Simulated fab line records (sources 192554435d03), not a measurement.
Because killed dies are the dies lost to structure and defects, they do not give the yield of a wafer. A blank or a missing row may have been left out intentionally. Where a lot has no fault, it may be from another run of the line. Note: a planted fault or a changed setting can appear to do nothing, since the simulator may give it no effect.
Matching of chambers | flow n5-finfet | rie-diel-03 running N5_BEOL_M0_ETCH_138: 4 sister chambers
The step etches SiCN in CH3F/O2, target depth 12 nm, time 31.6 s. 16 wafers are shown with their chamber, then 8 later ones without.

== WAFERS PAIRED WITH THEIR CHAMBERS ==
wafer  | chamber | drypump-motor-current-A (A) | showerhead-plenum-p-Torr (Torr) | throttle-valve-pct (%)
L075.1 | 3       | 5.2                         | 1.91                            | 16.46
L075.2 | 2       | 5.7                         | 1.96                            | 16.16
L075.6 | 1       | 5.6                         | 1.97                            | 16.90
L080.1 | 2       | 5.7                         | 1.95                            | 16.19
L080.5 | 3       | 5.2                         | 1.90                            | 16.47
L080.6 | 2       | 5.7                         | 1.95                            | 16.19
L081.1 | 0       | 5.4                         | 1.95                            | 16.23
L081.2 | 2       | 5.7                         | 1.95                            | 16.22
L081.3 | 3       | 5.2                         | 1.90                            | 16.47
L082.1 | 2       | 5.7                         | 1.95                            | 16.18
L082.2 | 0       | 5.4                         | 1.95                            | 16.22
L082.3 | 3       | 5.3                         | 1.90                            | 16.48
L090.2 | 1       | 5.6                         | 1.96                            | 16.48
L090.4 | 2       | 5.7                         | 1.95                            | 16.23
L090.6 | 1       | 5.6                         | 1.96                            | 16.48
L091.1 | 1       | 5.6                         | 1.96                            | 16.46

SIGNATURES (means of the wafers above)
reading                  | chamber 0 | chamber 1 | chamber 2 | chamber 3 | scatter within a chamber
drypump-motor-current-A  | 5.400     | 5.600     | 5.700     | 5.225     | 0.025
showerhead-plenum-p-Torr | 1.9500    | 1.9625    | 1.9517    | 1.9025    | 0.00441
throttle-valve-pct       | 16.2250   | 16.5800   | 16.1950   | 16.4700   | 0.108
Rule: distance of a wafer from a chamber = root of the sum over the readings of ((wafer's reading minus chamber's mean) / reading's scatter) squared. If the next closest chamber is less than 2 further off than the closest, the wafer can't be placed; otherwise it belongs to the closest. How the scatter is found: for the shown wafers, subtract from each reading the mean of its chamber, square and add these, divide the total by (wafers less chambers), then take the root.

== WAFERS WHOSE CHAMBER IS MISSING ==
wafer  | drypump-motor-current-A (A) | showerhead-plenum-p-Torr (Torr) | throttle-valve-pct (%)
L091.2 | 5.4                         | 1.95                            | 16.25
L091.4 | 5.7                         | 1.95                            | 16.22
L093.1 | 5.4                         | 1.95                            | 16.27
L093.2 | 5.5                         | 1.96                            | 16.47
L093.4 | 5.7                         | 1.95                            | 16.23
L094.3 | 5.6                         | 1.96                            | 16.49
L094.5 | 5.7                         | 1.94                            | 16.23
L094.6 | 5.6                         | 1.96                            | 16.48

== THE CHAMBER EACH PASSED THROUGH ==
wafer  | from the rows above     | in truth
L091.2 | 0                       | 0
L091.4 | 2                       | 2
L093.1 | 0                       | 0
L093.2 | can't be placed: 1 or 0 | 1
L093.4 | 2                       | 2
L094.3 | 1                       | 1
L094.5 | 2                       | 2
L094.6 | 1                       | 1
Correctly placed: 7 of 8. Can't be placed from these rows: 1 (the true chamber is among the candidates in 1). Number placed wrongly: 0.
